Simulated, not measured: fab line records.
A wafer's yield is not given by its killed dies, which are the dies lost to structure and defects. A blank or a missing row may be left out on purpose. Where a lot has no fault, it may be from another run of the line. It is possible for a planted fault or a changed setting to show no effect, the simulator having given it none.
Split-lot experiment ; flow n5 finfet ; 21 wafers read across 7 lots, on a route 1938 steps long

THE SPLIT ITSELF
At N5_BEOL_M2_DESCUM_33 (chemistry O2, time 7 s), the setting time s was moved away from the recipe's 7 s on 7 of the 21 wafers read, by -8.7% to +22.0%. The other wafers ran this setting at the recipe's value.

SPLIT TO READING: what lies between them in the file, 1 step
- N5_BEOL_M2_ETCH_77: etches underlayer in N2/H2, target depth 6.5 nm, time 5.2 s

THE READING
CAR-EUV_of_BEOL_M2_COAT_22.thk nm (the simulator's own value, which no gauge read), in nm, at N5_BEOL_M2_ETCHBACK_99 (etches SiO2 in CHF3, target depth 5 nm, time 10.4 s). The file does not state a usual value for it. Across the 14 wafers here that went through the recipe, the average is 10.5 nm and the standard deviation 0.18 nm.

wafer;tool, chamber at the split;time s as run, s;against the recipe;CAR-EUV_of_BEOL_M2_COAT_22.thk nm, nm;against lot-mates on the recipe
L078.1;rie diel-05, 1;6.388;-8.7%;10.6;+0.2
L078.4;rie diel-05, 3;6.388;-8.7%;10.8;+0.4
L078.5;rie diel-05, 3;7;recipe;10.4;-
L085.2;rie diel-02, 1,1,0;7;recipe;10.6;-
L085.4;rie diel-02, 1,1,0;7;recipe;10.6;-
L085.6;rie diel-02, 1,1,0;7;recipe;10.4;-
L086.1;rie diel-05, 2,0,1;7;recipe;10.6;-
L086.3;rie diel-05, 2,0,1;7;recipe;10.4;-
L086.6;rie diel-05, 2,0,1;7;recipe;10.4;-
L087.2;rie diel-02, 1,2;7;recipe;10.8;-
L087.6;rie diel-02, 1,2;7;recipe;10.8;-
L087.3;rie diel-02, 2;6.57;-6.1%;10.8;+0.0
L091.2;rie diel-05, 3;7;recipe;10.4;-
L091.3;rie diel-05, 2;8.539;+22.0%;9.8;-0.6
L091.4;rie diel-05, 1;8.539;+22.0%;9.4;-1.0
L095.1;rie diel-02, 3,0;7;recipe;10.2;-
L095.2;rie diel-02, 3,0;7;recipe;10.4;-
L095.3;rie diel-02, 1;8.438;+20.5%;9.8;-0.5
L097.1;rie diel-05, 3,1;7;recipe;10.4;-
L097.2;rie diel-05, 2;7.798;+11.4%;10;-0.3
L097.4;rie diel-05, 3,1;7;recipe;10.2;-
If several chambers appear in one row, that row covers several wafers at once and the file leaves open which wafer was in which chamber.

FIT RESULTS
A straight line over all 21 wafers: CAR-EUV_of_BEOL_M2_COAT_22.thk nm changes by -0.0369 nm for each +1% of time s; r = -0.89; the points scatter about the line by 0.18 nm.
The same after taking each lot's own level away (the mean of its wafers on the recipe; 21 wafers): -0.0314 nm for each +1%; r = -0.92; scatter 0.12 nm.
The reading moves by 0.69 nm for the largest change in time s, on that fit.
Measured against the standard deviation above, the lots' own levels, which go from 10.30 to 10.80 nm, span 2.8 times it.
Thus the slope moves with the lot-to-lot level: the two fits are different.
Check: -0.738 nm against its lot-mates is what the line predicts for one of the wafers moved furthest among these (+22.0%) when that wafer is left out of the fit. It came out at -0.6 nm against them.

OTHER SPLITS ON THESE WAFERS
Before the reading, these wafers also passed through other splits. Each is held against what the fit with the lots' levels taken away leaves over:
other split on the same wafers;wafers away from the commonest value;r with CAR-EUV_of_BEOL_M2_COAT_22.thk nm (lot level and that fit taken away)
N5_BEOL_M0_SAQP_SPACER1_ALD_98 temp c;4;+0.10
N5_BEOL_M0_ETCH_128 source w;9;-0.03

THE WHOLE CHAIN: every reading that the file lists as answering this split, in the file's order
step;what it does;reading;change (the file's fit);r (the file's)
N5_BEOL_M2_DESCUM_33;chemistry O2, time 7 s;CAR-EUV_of_BEOL_M2_COAT_22.thk nm (the simulator's own value, which no gauge read);-0.0314 nm for each +1% of the setting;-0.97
N5_BEOL_M2_ETCH_77;etches underlayer in N2/H2, target depth 6.5 nm, time 5.2 s;CAR-EUV_of_BEOL_M2_COAT_22.thk nm (the simulator's own value, which no gauge read);-0.0337 nm for each +1% of the setting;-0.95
N5_BEOL_M2_ETCHBACK_99;etches SiO2 in CHF3, target depth 5 nm, time 10.4 s;CAR-EUV_of_BEOL_M2_COAT_22.thk nm (the simulator's own value, which no gauge read);-0.0295 nm for each +1% of the setting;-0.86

THE FILE'S OWN FIT
CAR-EUV_of_BEOL_M2_COAT_22.thk nm changes by -0.0295 nm for each +1% of time s, r = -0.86.
